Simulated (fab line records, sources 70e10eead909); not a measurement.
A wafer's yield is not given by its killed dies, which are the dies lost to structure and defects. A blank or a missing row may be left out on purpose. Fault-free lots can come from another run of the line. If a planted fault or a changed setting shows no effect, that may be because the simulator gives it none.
Which tool is to blame? -- flow nand-harc -- 6 lots with 18 wafers sampled at 3 steps, on a route of 1159 steps

== WHAT THE GAUGES SHOWED, per wafer ==
NHARC_P_GATE_INSPECT_28.
lot,measured,on,raw-defect-count
L736,day 4 23:21,defect-inspect-01,7 6 11
L740,day 5 22:53,defect-inspect-02,9 6 6
L749,day 8 00:18,defect-inspect-01,9 5 7
L753,day 9 06:58,defect-inspect-02,3 8 7
L757,day 10 04:30,defect-inspect-02,5 5 5

== EACH LOT AND THE TOOL THAT RAN IT (in order: tool; ch and the chambers of the sampled wafers; start) ==
lot,NHARC_P_ZERO_WELL_ETCH_62,NHARC_P_STI_ETCH_31
L736,"rie-diel-06 ch 0,1,2, day 2 14:18 or earlier","rie-diel-11 ch 0,1,2, day 2 14:18"
L740,"rie-diel-06 ch 0,1, day 3 17:16 or earlier","rie-diel-04 ch 0,1,3, day 3 17:16"
L746,"rie-diel-05 ch 0,1,2, day 5 05:15 or earlier","rie-diel-11 ch 1,2,3, day 5 05:15"
L749,"rie-diel-05 ch 0,1,3, day 5 20:36 or earlier","rie-diel-11 ch 1,3, day 5 20:36"
L753,"rie-diel-05 ch 2,3, day 6 21:49 or earlier","rie-diel-11 ch 0,1,3, day 6 21:49"
L757,"rie-diel-06 ch 1,3, day 7 22:31 or earlier","rie-diel-11 ch 0,3, day 7 22:31"
- NHARC_P_ZERO_WELL_ETCH_62: etches the open film in CHF3/Ar, target depth 13 nm, time 6.5 s.
- NHARC_P_STI_ETCH_31: etches the open film in CF4/CHF3, target depth 108.9 nm, time 54.5 s.

== THE ANSWER, worked out from the rows above alone ==
Rule: the lots themselves supply what counts as usual. The widest of any qualifying gaps counts: lots, ordered by their means at a reading, are off when they make up no more than a third of the lots, leave a main group of 4 or more, and stand apart from it by 3 or more times the standard deviation of that group's means. A main group whose means are all the same, to the digits that the tables above print for the reading, isn't used. A lot without any number at a reading at which 4 lots or more have one is off too. Where the step has rows for the other lots, those lots are counted as sound.
Across all readings shown, no lot is off: no conclusion can be drawn from this.

== WHAT WAS PUT IN BY THE SIMULATOR ==
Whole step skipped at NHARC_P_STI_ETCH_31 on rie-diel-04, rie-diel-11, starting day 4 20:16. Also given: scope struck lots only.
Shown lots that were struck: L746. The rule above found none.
